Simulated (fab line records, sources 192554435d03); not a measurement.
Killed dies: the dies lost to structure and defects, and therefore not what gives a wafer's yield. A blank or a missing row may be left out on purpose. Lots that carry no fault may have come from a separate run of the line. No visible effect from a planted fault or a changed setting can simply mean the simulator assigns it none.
Comparing a struck lot with a sound one	flow n5Finfet	23 steps out of a route of 1938
Sound: the wafers L569.1, L569.4, L569.5. The struck wafers were L566.1, L566.4, L566.6. The cause comes at the end.
Each step with rows lists, per side, the tool, then ch with its chambers, then its first start. Under that, the readings that differ: sound wafers	struck wafers	difference of the means	sigmas: that difference in standard deviations of wafers without a fault.
alike: readings with means less than 2 such deviations apart, plus words and numbers identical on both sides. not compared: withheld readings, readings lacking a value on some wafer, bounds such as >300 that could conceal the same value, and numbers that have no deviation in the record and whose values overlap.
A row with sigmas, a row that says differs or no value, or rows on one side alone: a step with any of these is where the two part. When numbers do not overlap yet have no deviation, they are printed without sigmas and do not part them. A reading that every wafer of one side lacks parts them only if that side has two wafers or more.

first, 8 steps without rows for these wafers: N5_BEOL_M1_PRE_CLEAN_60 (time 15 s); N5_BEOL_M1_CO_CAP_55 (material Co, precursor CCTBA/H2, target thk 2 nm, time 102.1 s); N5_BEOL_M1_PRE_CLEAN_56 (time 15 s); N5_BEOL_M1_DEP_57 (deposits SiCN from 3MS/NH3, target thk 8 nm, time 14 s); N5_BEOL_M2_ILD_DEP_00 (deposits SiOC from DEMS/O2, target thk 79 nm, time 15.3 s); N5_BEOL_M2_PECVD_72 (deposits SiO2 from TEOS/O2, target thk 16 nm, time 18 s); N5_BEOL_M2_HM_DEP_02 (deposits TiN, target thk 20 nm); N5_BEOL_M2_COAT_61 (time 60 s, resist thk 60 nm).
N5_BEOL_M2_COAT_62: time 60 s, resist thk 12 nm.
  sound on lithoTrack-01 ch 0, day 12 08:32; struck on lithoTrack-02 ch 0, day 11 06:29
reading	sound	struck	difference	sigmas
spinSpeedRpm (rpm)	1498.7 1498.8 1498.8	1628.3 1626.6 1626.9	+128.5	+99 or more
model.SiARC_of_BEOL_M2_COAT_62.thkNm (nm)	12 12 12	11.4 11.4 11.6	-0.5	
  alike: dispensePressureKPa, exhaustPa, heaterPowerTotalW
then, 9 steps without rows for these wafers: N5_BEOL_M2_COAT_73 (time 60 s, resist thk 5 nm); N5_BEOL_M2_COAT_05 (resist thk 30 nm); N5_BEOL_M2_EBR_07; N5_BEOL_M2_SOFTBAKE_06 (time 60 s); N5_BEOL_M2_EXPOSE_08 (exposes mask M2); N5_BEOL_M2_PEB_09 (peb time 60 s); N5_BEOL_M2_DEVELOP_10 (develop time 30 s); N5_BEOL_M2_DESCUM_16 (chemistry O2, time 7 s); N5_BEOL_M2_ETCH_74 (etches underlayer in N2/H2, target depth 6.5 nm, time 5.2 s).
N5_BEOL_M2_ETCH_63: etches SiARC in CF4, target depth 15.6 nm, time 26 s.
  sound on rieDiel-02 ch 1,3, day 12 09:13; struck on rieDiel-02 ch 0,1,3, day 11 07:05
reading	sound	struck	difference	sigmas
etchRfOnTimeS (s)	25.5 25.4 25.8	24.6 24.1 24.3	-1.2	-2
model.etch.depthNm (nm)	12.05 12.03 12.04	11.5 11.5 11.53	-0.5	
  alike: drypumpMotorCurrentA, oesProductAu, rfVppV, showerheadPlenumPTorr, throttleValvePct
  not compared: rfHoursCounterH
N5_BEOL_M2_ETCH_64: etches SOC in N2/H2, target depth 75 nm, overetch 22.5 nm, time 121.9 s.
  sound on rieDiel-02 ch 1,3, day 12 09:14; struck on rieDiel-02 ch 0,1,3, day 11 07:07
reading	sound	struck	difference	sigmas
model.SiARC_of_BEOL_M2_COAT_62.thkNm (nm)	6.4 6.4 6.6	5.8 5.8 6	-0.6	
  alike: drypumpMotorCurrentA, n2FlowSccm, oesProductAu, rfVppV, showerheadPlenumPTorr, throttleValvePct
  not compared: rfHoursCounterH
then, 1 step without rows for these wafers: N5_BEOL_M2_STRIP_65 (strips in N2/H2).
N5_BEOL_M4_RC_MEAS_101:
  sound on prober-01 ch 0, day 13 09:51; struck on prober-01 ch 0, day 12 09:20
reading	sound	struck	difference	sigmas
IOFF_N (nA/um)	0.15 0.20 0.20	0.11 0.14 0.10	-0.07	-2
IOFF_P (nA/um)	0.17 0.23 0.25	0.13 0.16 0.13	-0.08	-2
ION_P (uA/um)	464 467 470	445 460 445	-17	-2
VT_N (mV)	250 247 247	257 254 255	+7	+2
VT_P (mV)	-256 -250 -250	-261 -259 -258	-7	-2
  alike: DIBL_N, DIBL_P, ION_N, SS_N, SS_P
following that, these wafers have no rows for 1 step: N5_PASSIVATION_PROBE_49.

WHERE THEY PART
At N5_BEOL_M2_COAT_62 first; at N5_BEOL_M4_RC_MEAS_101 last (within this record only).

WHY: what the simulator had put in
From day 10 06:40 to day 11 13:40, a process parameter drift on lithoTrack-02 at N5_BEOL_M2_COAT_62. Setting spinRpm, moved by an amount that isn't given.
